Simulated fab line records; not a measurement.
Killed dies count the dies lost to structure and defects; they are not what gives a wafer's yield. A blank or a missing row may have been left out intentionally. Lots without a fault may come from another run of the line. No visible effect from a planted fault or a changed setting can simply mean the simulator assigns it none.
fab line records ; flow nandHarc
record: lots: 14; wafers: 42; lastDay: 34
route steps=1302 shown P_STI@85 P_GATE@113
lots that met no fault: from a run of the same line without faults
startH: hours from the record's opening day to when the first of the lot's shown wafers began ; waitH: hours since the lot's step before ; " the same as in the row above ; L1.1+2: a row that stands for several wafers ; - value missing, or start not given ; * or withheld: withheld ; < > ~ a bound
route shown NAME@n: a module of which the file shows steps, and the number in the route of the first ; usual: mean/standard deviation taken from wafers without a fault ; same: alike in all rows ; chamber/n: place in a boat ; sites: the reading at each site ; _std_site: their standard deviation ; _edge_site: mean of outer sites minus mean of inner sites ; radiusMm: for every site, how far away it sits from the centre of the wafer ; mask NAME#n: copy n ; behind: the most recent tool/chamber to have shaped the wafer ; hold: the reason the lot was held/the length of the hold in hours/how it ended ; device: transistor that didn't switch, given as n, p or np ; end of line: tests run on the same wafers once the route is complete ; a step with no rows: only its recipe ; killed: the dies lost at the first sort to structure and to defects; this is not the yield of the wafer ; map: a wafer's dies, marking killed ones x, the rest . and places with no die _
set.NAME: the setting that was run; set.NAME@STEP: the one run at that earlier step ; model.NAME: the simulator's own value behind a step, which no gauge read
a sample of lots followed through the steps of the route, with each step as a table and each wafer as a row
services: the hour from which a tool's chamber was out of use, counted from the record's first day as startH (under 0 if before that day), plus the number of hours and why
== steps ==
step: NHARC_P_STI_INSPECT_11
usual: rawDefectCount: 6/3.2
lot.wafer;tool;chamber;startH;waitH;rawDefectCount
L430.3;defectInspect-02;-;46.09;0.0;20
L430.5;defectInspect-02;-;46.09;0.0;8
L430.6;defectInspect-02;-;46.09;0.0;10
L432.1;defectInspect-01;-;65.14;0.0;6
L432.3;defectInspect-01;-;65.14;0.0;2
L432.4;defectInspect-01;-;65.14;0.0;7
L436.2;defectInspect-02;-;104.87;0.0;4
L436.3;defectInspect-02;-;104.87;0.0;6
L436.4;defectInspect-02;-;104.87;0.0;9
L437.3;defectInspect-02;-;114.19;0.0;2
L437.5;defectInspect-02;-;114.19;0.0;4
L437.6;defectInspect-02;-;114.19;0.0;5
L438.1;defectInspect-02;-;125.08;0.0;7
L438.4;defectInspect-02;-;125.08;0.0;12
L438.6;defectInspect-02;-;125.08;0.0;2
L443.1;defectInspect-02;-;176.34;0.0;4
L443.5;defectInspect-02;-;176.34;0.0;1
L443.6;defectInspect-02;-;176.34;0.0;5
L444.1;defectInspect-01;-;183.54;0.0;4
L444.5;defectInspect-01;-;183.54;0.0;6
L444.6;defectInspect-01;-;183.54;0.0;8
L445.1;defectInspect-02;-;193.24;0.0;9
L445.3;defectInspect-02;-;193.24;0.0;5
L445.6;defectInspect-02;-;193.24;0.0;5
L446.2;defectInspect-02;-;203.64;0.0;7
L446.5;defectInspect-02;-;203.64;0.0;8
L446.6;defectInspect-02;-;203.64;0.0;3
L449.2;defectInspect-02;-;238.28;0.0;4
L449.4;defectInspect-02;-;238.28;0.0;9
L449.5;defectInspect-02;-;238.28;0.0;12
L450.2;defectInspect-02;-;244.99;0.0;8
L450.3;defectInspect-02;-;244.99;0.0;2
L450.5;defectInspect-02;-;244.99;0.0;2
L451.3;defectInspect-02;-;253.04;0.0;10
L451.4;defectInspect-02;-;253.04;0.0;3
L451.6;defectInspect-02;-;253.04;0.0;4
L452.1;defectInspect-01;-;265.31;0.0;4
L452.3;defectInspect-01;-;265.31;0.0;3
L452.4;defectInspect-01;-;265.31;0.0;4
L453.1;defectInspect-01;-;274.73;0.0;6
L453.4;defectInspect-01;-;274.73;0.0;9
L453.5;defectInspect-01;-;274.73;0.0;5
step: NHARC_P_STI_OCD_MEAS_17
usual: trenchDepthNm: 300/5.1; trenchFootCdNm: 157.2/2.8
lot.wafer;tool;chamber;startH;waitH;trenchDepthNm;trenchFootCdNm
L430.3;ocd-01;-;46.75;0.1;303;153.4
L430.5;ocd-01;-;46.75;0.1;289;157.1
L430.6;ocd-01;-;46.75;0.1;304;149.3
L432.1;ocd-01;-;65.80;0.1;305;157.0
L432.3;ocd-01;-;65.80;0.1;294;155.9
L432.4;ocd-01;-;65.80;0.1;304;155.1
L436.2;ocd-01;-;105.53;0.1;302;152.7
L436.3;ocd-01;-;105.53;0.1;300;154.9
L436.4;ocd-01;-;105.53;0.1;301;155.4
L437.3;ocd-02;-;114.90;0.1;304;159.5
L437.5;ocd-02;-;114.90;0.1;304;158.0
L437.6;ocd-02;-;114.90;0.1;302;154.7
L438.1;ocd-01;-;125.75;0.1;305;161.1
L438.4;ocd-01;-;125.75;0.1;302;163.9
L438.6;ocd-01;-;125.75;0.1;297;159.7
L443.1;ocd-01;-;177.03;0.1;291;155.1
L443.5;ocd-01;-;177.03;0.1;309;156.6
L443.6;ocd-01;-;177.03;0.1;306;156.0
L444.1;ocd-02;-;184.20;0.1;293;161.4
L444.5;ocd-02;-;184.20;0.1;299;159.4
L444.6;ocd-02;-;184.20;0.1;291;156.0
L445.1;ocd-01;-;193.90;0.1;293;161.8
L445.3;ocd-01;-;193.90;0.1;292;155.7
L445.6;ocd-01;-;193.90;0.1;300;158.8
L446.2;ocd-02;-;204.32;0.1;300;157.6
L446.5;ocd-02;-;204.32;0.1;291;161.4
L446.6;ocd-02;-;204.32;0.1;298;161.6
L449.2;ocd-01;-;238.97;0.1;301;153.8
L449.4;ocd-01;-;238.97;0.1;301;156.3
L449.5;ocd-01;-;238.97;0.1;302;153.8
L450.2;ocd-02;-;245.65;0.1;295;160.7
L450.3;ocd-02;-;245.65;0.1;304;155.8
L450.5;ocd-02;-;245.65;0.1;305;161.5
L451.3;ocd-02;-;253.71;0.1;301;159.1
L451.4;ocd-02;-;253.71;0.1;308;157.0
L451.6;ocd-02;-;253.71;0.1;294;158.1
L452.1;ocd-01;-;265.97;0.1;303;158.1
L452.3;ocd-01;-;265.97;0.1;292;160.8
L452.4;ocd-01;-;265.97;0.1;301;157.6
L453.1;ocd-02;-;275.40;0.1;305;162.4
L453.4;ocd-02;-;275.40;0.1;296;159.7
L453.5;ocd-02;-;275.40;0.1;303;161.5
step: NHARC_P_STI_CMP_21
recipe: tOverpolishS: 20; targetThkNm: 380.67
usual: motorCurrentA: 12.6/1.1; overpolishRunS: 20.000/0.0092; slurryFilterDpKPa: 13.49/0.14
lot.wafer;tool;chamber;startH;waitH;motorCurrentA;overpolishRunS;slurryFilterDpKPa
L430.3;cmp-03;0;68.50;0.4;13.7;20.001;13.52
L430.5;cmp-03;0;68.50;0.4;14.6;20.007;13.30
L430.6;cmp-03;1;68.50;0.4;10.9;19.998;13.71
L432.1;cmp-01;1;83.77;0.4;12.3;20.010;13.47
L432.4;cmp-01;2;83.77;0.4;13.5;19.987;13.42
L432.3;cmp-01;0;83.77;0.4;13.5;19.986;13.49
L436.4;cmp-02;2;122.89;0.4;11.8;19.999;13.28
L436.2;cmp-02;0;122.89;0.4;13.7;19.993;13.82
L436.3;cmp-02;1;122.89;0.4;12.6;19.985;13.44
L437.3;cmp-02;0;132.59;0.4;13.3;19.995;13.33
L437.5;cmp-02;3;132.59;0.4;11.4;19.996;13.46
L437.6;cmp-02;0;132.59;0.4;13.1;20.014;13.84
L438.1;cmp-02;2;147.31;0.4;11.1;19.999;13.48
L438.4;cmp-02;3;147.31;0.4;11.1;20.019;13.46
L438.6;cmp-02;3;147.31;0.4;11.2;19.997;13.35
L443.1;cmp-03;1;194.44;0.4;11.9;19.993;13.45
L443.6;cmp-03;0;194.44;0.4;14.3;19.996;13.37
L443.5;cmp-03;1;194.44;0.4;11.1;19.992;13.59
L445.1;cmp-01;2;207.86;0.4;12.4;20.015;13.64
L445.3;cmp-01;0;207.86;0.4;13.1;20.000;13.28
L445.6;cmp-01;2;207.86;0.4;12.1;19.998;13.50
L444.1;cmp-03;0;207.89;0.4;14.4;20.002;13.30
L444.5;cmp-03;3;207.89;0.4;13.5;20.004;13.48
L444.6;cmp-03;0;207.89;0.4;14.1;19.993;13.55
L446.2;cmp-01;1;222.21;0.4;11.8;19.983;13.43
L446.5;cmp-01;1;222.21;0.4;12.6;20.003;13.65
L446.6;cmp-01;2;222.21;0.4;13.1;19.981;13.51
L449.2;cmp-02;0;261.50;0.4;13.2;19.997;13.63
L449.4;cmp-02;2;261.50;0.4;11.7;20.022;13.70
L449.5;cmp-02;3;261.50;0.4;10.7;20.002;13.51
L450.2;cmp-03;0;267.02;0.4;15.4;19.970;13.29
L450.3;cmp-03;1;267.02;0.4;11.4;19.995;13.59
L450.5;cmp-03;2;267.02;0.4;11.1;20.016;13.54
L451.4;cmp-01;3;275.20;0.4;13.0;20.006;13.16
L451.3;cmp-01;1;275.20;0.4;11.7;20.006;13.66
L451.6;cmp-01;3;275.20;0.4;13.7;19.995;13.55
L452.4;cmp-03;0;284.65;0.4;13.5;20.011;13.58
L452.3;cmp-03;1;284.65;0.4;11.9;20.009;13.50
L452.1;cmp-03;3;284.65;0.4;12.8;19.981;13.36
L453.4;cmp-01;3;293.60;0.4;13.3;19.994;13.54
L453.1;cmp-01;0;293.60;0.4;13.5;20.006;13.48
L453.5;cmp-01;2;293.60;0.4;13.3;19.985;13.14
step: NHARC_P_GATE_OXIDE_02
recipe: targetThkA: 375; tempC: 950; pH2oTorr: 720; oxTimeS: 365; material: SiO2
usual: oxTempC: 950.0/0.5; oxTimeS: 365/0; spikeTcLowerC: 951.7/1.3
lot.wafer;tool;chamber;startH;waitH;oxTempC;oxTimeS;spikeTcLowerC
L430.3;furnace-02;0;82.91;-;949.8;365;949.9
L430.5;furnace-02;0;82.91;-;949.2;365;951.0
L430.6;furnace-02;0;82.91;-;950.0;365;951.5
L432.1;furnace-03;0;93.81;-;949.6;365;953.4
L432.3;furnace-03;0;93.81;-;949.9;365;951.2
L432.4;furnace-03;0;93.81;-;949.9;365;952.7
L436.2;furnace-02;0;138.70;-;950.3;365;950.7
L436.3;furnace-02;0;138.70;-;950.4;365;953.0
L436.4;furnace-02;0;138.70;-;949.8;365;952.7
L437.3;furnace-02;-;146.87;-;-;-;-
L437.5;furnace-02;-;146.87;-;-;-;-
L437.6;furnace-02;-;146.87;-;-;-;-
L438.1;furnace-02;-;160.03;-;-;-;-
L438.4;furnace-02;-;160.03;-;-;-;-
L438.6;furnace-02;-;160.03;-;-;-;-
L443.1;furnace-03;0;206.25;-;949.6;365;951.2
L443.5;furnace-03;0;206.25;-;950.2;365;953.1
L443.6;furnace-03;0;206.25;-;949.5;365;953.0
L444.1;furnace-02;0;223.63;-;950.0;365;952.9
L444.5;furnace-02;0;223.63;-;950.2;365;952.8
L444.6;furnace-02;0;223.63;-;950.3;365;953.9
L445.1;furnace-02;0;223.63;-;949.7;365;954.0
L445.3;furnace-02;0;223.63;-;949.3;365;953.2
L445.6;furnace-02;0;223.63;-;949.6;365;953.5
L446.2;furnace-03;0;234.62;-;949.6;365;950.7
L446.5;furnace-03;0;234.62;-;949.7;365;952.4
L446.6;furnace-03;0;234.62;-;949.6;365;951.4
L449.2;furnace-06;0;274.66;-;949.6;365;951.5
L449.4;furnace-06;0;274.66;-;950.1;365;951.1
L449.5;furnace-06;0;274.66;-;949.5;365;950.1
L450.2;furnace-03;0;278.63;-;950.2;365;951.4
L450.3;furnace-03;0;278.63;-;950.1;365;950.7
L450.5;furnace-03;0;278.63;-;950.2;365;952.6
L451.3;furnace-03;0;286.29;-;950.0;365;949.4
L451.4;furnace-03;0;286.29;-;949.6;365;950.2
L451.6;furnace-03;0;286.29;-;950.1;365;951.2
L452.1;furnace-06;0;296.72;-;949.9;365;950.3
L452.3;furnace-06;0;296.72;-;949.7;365;949.8
L452.4;furnace-06;0;296.72;-;949.9;365;951.8
L453.1;furnace-02;0;307.41;-;949.8;365;952.3
L453.4;furnace-02;0;307.41;-;950.5;365;952.3
L453.5;furnace-02;0;307.41;-;950.5;365;954.5
== services ==
tool;chamber;startH;hours;kind
cmp-01;-;45.50;3.3;repair
cmp-01;-;57.10;1.1;repair
cmp-03;-;64.00;4.0;pm
cmp-03;-;68.00;-;consumableReplace:conditioner
cmp-03;-;68.00;-;consumableReplace:pad
cmp-03;-;71.79;2.6;repair
cmp-01;-;89.85;4.0;pm
cmp-02;-;93.31;1.6;repair
cmp-01;-;111.80;3.1;repair
cmp-01;-;115.43;1.5;repair
cmp-02;-;134.50;4.0;pm
cmp-03;-;143.97;6.7;repair
cmp-03;-;162.00;4.0;pm
cmp-02;-;186.68;0.5;repair
cmp-01;-;187.85;4.0;pm
cmp-03;-;214.00;3.6;repair
cmp-02;-;232.50;4.0;pm
cmp-03;-;252.15;0.5;repair
cmp-03;-;260.00;4.0;pm
cmp-03;-;270.39;2.6;repair
cmp-01;-;272.45;1.0;repair
cmp-01;-;285.85;4.0;pm
furnace-03;-;298.53;26.0;pm
cmp-01;-;301.29;2.2;repair
== key ==
firstSign: step: NHARC_P_GATE_OXIDE_02; reading: toolRecord; direction: missing
effect none on later readings
metAt NHARC_P_GATE_OXIDE_02
struckLots L437,L438
laterRowsLeftOut L437.3,L437.5,L437.6,L438.1,L438.4,L438.6
sortLeftOut L437.3,L437.5,L437.6,L438.1,L438.4,L438.6
testerLeftOut L437,L438
notActingAt NHARC_P_STI_INSPECT_11,NHARC_P_STI_OCD_MEAS_17,NHARC_P_STI_CMP_21
onsetBetween 138.70 146.87
fault: kind: skippedStepWhole; tool: furnace-02; chamber: -; onsetH: 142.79; steps: NHARC_P_GATE_OXIDE_02; scope: struckLotsOnly
testerLeftOut: of these lots the tester's yield and bins aren't shown, on N5 and GAA mostly nor the transistor test; their killed dies are dies lost to structure and defects alone, not to doping, threshold or leakage, so they don't give the yield
sortLeftOut: the simulated sort isn't trusted on such a fault, so these wafers' sort isn't shown, and their yield isn't known
laterRowsLeftOut: the simulator's readings of these wafers behind a module that went badly wrong aren't trusted and aren't shown, but for the sort
